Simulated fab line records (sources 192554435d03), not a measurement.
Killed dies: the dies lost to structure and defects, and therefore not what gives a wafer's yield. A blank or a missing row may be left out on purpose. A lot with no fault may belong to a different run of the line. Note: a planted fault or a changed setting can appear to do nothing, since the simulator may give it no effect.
Split-lot experiment ; flow n5-finfet ; 21 wafers read across 7 lots, on a route 1938 steps long

== THE SPLIT ==
At N5_MOL_CONTACT_COAG_COAT_62 (time 60 s, resist thk 60 nm), the setting spin-rpm was moved away from the recipe's 1500 rpm on 9 of the 21 wafers read, by -8.5% to +7.9%. The other wafers ran this setting at the recipe's value.

== FROM THE SPLIT TO THE READING: what the file shows between them, 14 steps ==
- N5_MOL_CONTACT_COAG_COAT_63: time 60 s, resist thk 10 nm (also split here: spin-rpm)
- N5_MOL_CONTACT_COAG_COAT_64: time 60 s, resist thk 10 nm
- N5_MOL_CONTACT_COAG_COAT_34: resist thk 40 nm
- N5_MOL_CONTACT_COAG_DESCUM_45: chemistry O2, time 7 s
- N5_MOL_CONTACT_COAG_ETCH_65: etches underlayer in N2/H2, target depth 13 nm, time 10.4 s
- N5_MOL_CONTACT_COAG_ETCH_66: etches SiARC in CF4, target depth 13 nm, time 21.7 s
- N5_MOL_CONTACT_COAG_ALD_133: deposits SiO2, target thk 5 nm, pulse time 1 s, co reactant pulse time 1 s
- N5_MOL_CONTACT_COAG_ETCHBACK_134: etches SiO2 in CHF3, target depth 10 nm, time 6.7 s
- N5_MOL_CONTACT_COAG_ETCH_67: etches SOC in N2/H2, target depth 60 nm, overetch 21 nm, time 101.2 s
- N5_MOL_CONTACT_COAG_STRIP_68: strips in N2/H2
- N5_MOL_CONTACT_COAG_STRIP_69: strips in N2/H2
- N5_MOL_CONTACT_COAG_ETCHBACK_136: etches SiO2 in CHF3, target depth 25 nm, time 16.7 s
- N5_MOL_CONTACT_COAG_STRIP_120: strips in CHF3
- N5_MOL_CONTACT_COAG_VIA_ETCH_117: etches SiO2 in C4F6/O2, target depth 40 nm, overetch 8 nm, time 26 s

== THE READING ==
SOC_of_MOL_CONTACT_COAG_COAT_62.thk-nm (the simulator's own value, which no gauge read), in nm, at N5_MOL_CONTACT_COAG_ETCH_124 (etches SiNx in CH3F/O2, stops on SiOC, target depth 6.5 nm). There is no usual value for it anywhere in the file. Across the 12 wafers here that went through the recipe, the average is 48.4 nm and the standard deviation 0.18 nm.

wafer;tool, chamber at the split;spin-rpm as run, rpm;against the recipe;SOC_of_MOL_CONTACT_COAG_COAT_62.thk-nm, nm;against lot-mates on the recipe
L074.1;litho-track-01, 0;1500;recipe;48.4;-
L074.4;litho-track-01, 0;1500;recipe;48.4;-
L074.3;litho-track-01, 0;1618;+7.9%;46.4;-2.0
L077.2;litho-track-01, 0;1500;recipe;48.4;-
L077.3;litho-track-01, 0;1500;recipe;48.6;-
L077.6;litho-track-01, 0;1500;recipe;48.6;-
L078.1;litho-track-04, 0;1612;+7.5%;46.4;-2.0
L078.2;litho-track-04, 0;1612;+7.5%;46.2;-2.2
L078.6;litho-track-04, 0;1500;recipe;48.4;-
L080.2;litho-track-04, 0;1500;recipe;48.6;-
L080.3;litho-track-04, 0;1372;-8.5%;51.4;+2.8
L080.5;litho-track-04, 0;1372;-8.5%;51.2;+2.6
L082.2;litho-track-03, 0;1500;recipe;48.4;-
L082.3;litho-track-03, 0;1500;recipe;48.6;-
L082.5;litho-track-03, 0;1500;recipe;48.6;-
L086.1;litho-track-03, 0;1450;-3.3%;49.2;no lot-mate on the recipe
L086.5;litho-track-03, 0;1450;-3.3%;49.2;no lot-mate on the recipe
L086.6;litho-track-03, 0;1450;-3.3%;49.2;no lot-mate on the recipe
L095.1;litho-track-01, 0;1500;recipe;48.2;-
L095.3;litho-track-01, 0;1500;recipe;48;-
L095.4;litho-track-01, 0;1376;-8.3%;51;+2.9

THE FIT
A straight line over all 21 wafers: SOC_of_MOL_CONTACT_COAG_COAT_62.thk-nm changes by -0.298 nm for each +1% of spin-rpm; r = -0.99; the points scatter about the line by 0.22 nm.
The same after taking each lot's own level away (the mean of its wafers on the recipe; 18 wafers): -0.302 nm for each +1%; r = -0.99; scatter 0.16 nm.
That fit puts the effect of the largest move of spin-rpm on the reading at 2.6 nm.
From 48.10 to 48.60 nm: that is the span of the lots' own levels, equal to 2.8 times the standard deviation above.
The two slopes are in agreement: the lot-to-lot level therefore moves the slope only a little.
Check: with one of the wafers moved furthest among these (-8.5%) left out of the fit, the line predicts +2.6 nm for it against its lot-mates. It came out at +2.8 nm against them.

== FURTHER SPLITS ON THESE WAFERS ==
Note: prior to the reading, these wafers also went through further splits. Each is held against what the fit with the lots' levels taken away leaves over:
other split on the same wafers;wafers away from the commonest value;r with SOC_of_MOL_CONTACT_COAG_COAT_62.thk-nm (lot level and that fit taken away)
N5_HKMG_FIN_ETCH_35 bias-w;9;+0.01
N5_HKMG_FIN_ETCH_86 target-depth-a;4;+0.43
N5_GATE_CUT_COAT_07 spin-rpm;8;-0.19
N5_MOL_CONTACT_COAG_CONTACT_ETCH_14 source-w;3;+0.26
N5_MOL_CONTACT_COAG_COAT_63 spin-rpm;12;-0.23

== THE WHOLE CHAIN: every reading that the file lists as answering this split, in the file's order ==
step;what it does;reading;change (the file's fit);r (the file's)
N5_MOL_CONTACT_COAG_COAT_62;time 60 s, resist thk 60 nm;SOC_of_MOL_CONTACT_COAG_COAT_62.thk-nm (the simulator's own value, which no gauge read);-0.293 nm for each +1% of the setting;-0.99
N5_MOL_CONTACT_COAG_ETCH_67;etches SOC in N2/H2, target depth 60 nm, overetch 21 nm, time 101.2 s;etch.depth-nm (the simulator's own value, which no gauge read);-0.299 nm for each +1% of the setting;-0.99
N5_MOL_CONTACT_COAG_ETCHBACK_136;etches SiO2 in CHF3, target depth 25 nm, time 16.7 s;SOC_of_MOL_CONTACT_COAG_COAT_62.thk-nm (the simulator's own value, which no gauge read);-0.306 nm for each +1% of the setting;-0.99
N5_MOL_CONTACT_COAG_ETCH_124;etches SiNx in CH3F/O2, stops on SiOC, target depth 6.5 nm;SOC_of_MOL_CONTACT_COAG_COAT_62.thk-nm (the simulator's own value, which no gauge read);-0.303 nm for each +1% of the setting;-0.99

== THE FILE'S OWN FIT ==
SOC_of_MOL_CONTACT_COAG_COAT_62.thk-nm changes by -0.303 nm for each +1% of spin-rpm, r = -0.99.
